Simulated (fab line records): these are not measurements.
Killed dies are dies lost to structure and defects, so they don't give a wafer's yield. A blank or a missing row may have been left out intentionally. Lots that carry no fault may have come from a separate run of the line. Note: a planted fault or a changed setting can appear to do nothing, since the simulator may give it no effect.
A lot that was struck, set against a sound lot	flow n5_finfet	14 out of 1938 route steps
Sound: wafers L805.1, L805.4, L805.6. Struck: wafers L813.1, L813.2, L813.3. The cause comes at the end.
At each step with rows: each side's tool, then ch and its chambers, then its first start. Under that, the readings that differ: sound wafers	struck wafers	difference of the means	sigmas: that difference in standard deviations of wafers without a fault.
alike: a reading whose means differ by less than 2 such deviations, as well as words and numbers matching on both sides. not compared: withheld readings; readings where some wafer has no value; bounds like >300 that might hide an equal value; numbers whose values overlap and for which the record gives no deviation.
A row with sigmas, a row that says differs or no value, or rows on one side alone: a step with any of these is where the two part. Numbers that don't overlap but have no deviation are shown without sigmas and don't part them. A reading that every wafer of one side lacks parts them only if that side has two wafers or more.

N5_BEOL_M10_ILD_DEP_00: deposits SiCOH lowk from DEMS/porogen, target thk 308.51 nm, time 58 s.
  sound on pecvd-04 ch 1,2, day 11 07:10; struck on pecvd-04 ch 0,1,2, day 13 15:01
  alike: heater_power_w, showerhead_plenum_p_Torr, throttle_valve_pct
N5_BEOL_M10_CURE_71: cures SiCOH lowk, time 240 s.
  sound on uv_cure-02 ch 1, day 11 07:15; struck on uv_cure-02 ch 2, day 13 15:20
  alike: lamp_power_pct, wafer_temp_C_max
N5_BEOL_M10_THK_MEAS_01:
  sound on film_metro-01 at day 11 07:46; struck on film_metro-02 at day 13 15:51
  alike: M10_ILD_THK
N5_BEOL_M10_PECVD_70: deposits SiO2 from TEOS/O2, target thk 20 nm, time 22.7 s.
  sound on pecvd-04 ch 0,2, day 11 07:48; struck on pecvd-01 ch 0,1,2, day 13 15:53
  alike: heater_power_w, showerhead_plenum_p_Torr, throttle_valve_pct
N5_BEOL_M10_HM_DEP_02: deposits TiN, target thk 20 nm.
  sound on pvd_sputter-03 at day 11 08:20; struck on pvd_sputter-02 at day 13 16:53
  alike: throttle_valve_pct
then, 7 steps without rows for these wafers: N5_BEOL_M10_COAT_59 (time 60 s, resist thk 100 nm); N5_BEOL_M10_COAT_60 (time 60 s, resist thk 30 nm); N5_BEOL_M10_COAT_05 (resist thk 90 nm); N5_BEOL_M10_EBR_07; N5_BEOL_M10_SOFTBAKE_06 (time 60 s); N5_BEOL_M10_EXPOSE_08 (exposes mask M10); N5_BEOL_M10_PEB_09 (peb time 60 s).
N5_BEOL_M10_DEVELOP_10: develop time 30 s.
  sound on litho_track-03 ch 0, day 11 08:39; struck on litho_track-02, day 13 17:20
  no value came back on the struck wafers for chill_plate_temp_C (C), develop_time_s (s), resist_line_temp_C (C); on the sound wafers chill_plate_temp_C (C) reads 23.10 23.05 23.17
reading	sound	struck	difference	sigmas
model.CAR-ArF_of_BEOL_M10_COAT_05.thk_nm (nm)	88.2 88.4 88.4	90.6 90.6 90.6	+2.3	
N5_BEOL_M10_CD_MEAS_11: the cd target is 64.1 nm.
  sound on cd_sem-03 ch 0, day 11 08:43; struck on cd_sem-02 ch 0, day 13 17:23
reading	sound	struck	difference	sigmas
cd_nm (nm)	63.9 64.0 64.4	- - -	no value on the struck wafers	

== WHERE THEY PART ==
At N5_BEOL_M10_DEVELOP_10 first; at N5_BEOL_M10_CD_MEAS_11 last (within this record only).

WHY: what the simulator had put in
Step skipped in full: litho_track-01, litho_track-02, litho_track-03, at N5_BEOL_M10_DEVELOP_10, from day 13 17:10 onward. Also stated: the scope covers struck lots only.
